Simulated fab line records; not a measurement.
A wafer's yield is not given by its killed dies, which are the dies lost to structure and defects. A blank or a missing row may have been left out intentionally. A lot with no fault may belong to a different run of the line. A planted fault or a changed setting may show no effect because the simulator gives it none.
What tool caused it? / flow nand_harc / 21 wafers from 7 lots sampled at 2 of the route's 1302 steps

== WHAT THE GAUGES SHOWED, per wafer ==
NHARC_P_ZERO_WELL_CD_MEAS_52: target cd 2000 nm.
lot=L615; measured=day 2 11:47; on=cd_sem-01; cd_nm (nm)=2001.9 2000.7 2000.7
lot=L617; measured=day 3 07:46; on=cd_sem-02; cd_nm (nm)=1999.1 1999.5 1997.5
lot=L620; measured=day 4 13:49; on=cd_sem-01; cd_nm (nm)=1998.6 1998.2 1999.9
lot=L622; measured=day 5 10:28; on=cd_sem-03; cd_nm (nm)=2002.6 2000.2 2002.1
lot=L625; measured=day 6 15:46; on=cd_sem-01; cd_nm (nm)=2000.1 2001.5 2001.7
lot=L635; measured=day 10 19:43; on=cd_sem-01; cd_nm (nm)=2000.3 2000.3 2000.4
lot=L637; measured=day 11 15:44; on=cd_sem-02; cd_nm (nm)=2000.2 2000.5 1999.1

== WHICH TOOL RAN EACH LOT (tool, then ch and the chambers of the sampled wafers, then the start) ==
lot=L615; NHARC_P_ZERO_WELL_ETCH_63=rie_si-03 ch 0,1,3, day 2 07:42
lot=L617; NHARC_P_ZERO_WELL_ETCH_63=rie_si-02 ch 0,2, day 3 03:40
lot=L620; NHARC_P_ZERO_WELL_ETCH_63=rie_si-03 ch 0,1,2, day 4 09:46
lot=L622; NHARC_P_ZERO_WELL_ETCH_63=rie_si-03 ch 0,1, day 5 06:16
lot=L625; NHARC_P_ZERO_WELL_ETCH_63=rie_si-02 ch 0,1,2, day 6 11:40
lot=L635; NHARC_P_ZERO_WELL_ETCH_63=rie_si-03 ch 1,3, day 10 15:44
lot=L637; NHARC_P_ZERO_WELL_ETCH_63=rie_si-03 ch 2,3, day 11 11:40
- NHARC_P_ZERO_WELL_ETCH_63: etches the open film in HBr/Cl2, target depth 120 nm, time 40.1 s.

== THE ANSWER, worked out from the rows above alone ==
Rule: the lots themselves supply what counts as usual. Put in order of their means at a reading, lots are off if they are a third of the lots or fewer, leave a main group of 4 or more, and stand apart from it by a gap of 3 or more times the standard deviation of the main group's means; of several such gaps the widest counts. If all means in a main group match to the digits the tables above print for the reading, that group is not used. Also off: a lot with no number at a reading for which 4 or more lots have one. The other lots that the step has rows for count as sound.
No lot is off at any reading shown: from this, nothing can be told.

== WHAT THE SIMULATOR PUT IN ==
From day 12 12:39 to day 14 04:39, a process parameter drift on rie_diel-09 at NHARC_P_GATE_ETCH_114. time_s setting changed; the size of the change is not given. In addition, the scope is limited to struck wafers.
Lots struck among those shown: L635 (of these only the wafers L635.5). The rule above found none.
